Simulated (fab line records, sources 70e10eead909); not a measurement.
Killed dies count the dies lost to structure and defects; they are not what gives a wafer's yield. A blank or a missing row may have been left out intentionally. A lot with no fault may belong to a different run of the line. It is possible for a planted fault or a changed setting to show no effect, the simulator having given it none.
Chamber matching ; flow nand_harc ; 4 sister chambers for NHARC_A_WL_FILL_ALD_00 on ald_hk-03
The step deposits Al2O3, target thk 3 nm, pulse time 3 s, ald cycles 30. 4 wafers are shown with their chamber, then 7 later ones without.

## WAFERS, EACH WITH ITS CHAMBER
wafer;chamber;heater_power_w (W)
L244.5;0;489
L255.6;2;482
L260.1;3;521
L260.3;1;426

## WAFERS MISSING THEIR CHAMBER
wafer;heater_power_w (W)
L260.4;456
L258.2;493
L258.3;520
L258.4;433
L259.2;503
L259.4;464
L259.5;468

## WHICH CHAMBER EACH WENT THROUGH
wafer;from the rows above;in truth
L260.4;can't be placed: 2 or 1 or 0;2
L258.2;can't be placed: 0 or 2 or 3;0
L258.3;3;3
L258.4;1;1
L259.2;can't be placed: 0 or 3 or 2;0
L259.4;can't be placed: 2 or 0 or 1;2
L259.5;can't be placed: 2 or 0 or 1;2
Placed correctly: 2 of 7. From these rows, 5 cannot be placed; in 5 the true chamber is one of the candidates. Placed wrongly: 0.
How it was worked out, from the rows above alone: a wafer's distance from a chamber is the root of the sum, over the readings, of the square of ((its reading less the chamber's mean) divided by the reading's scatter). The wafer belongs to the nearest chamber; if the next one is less than 2 further off, it can't be placed. A chamber's mean is the mean of its shown wafers. The scatter: with one shown wafer a chamber, the root of the mean of the squares of how far each hidden wafer lies from its nearest shown one.
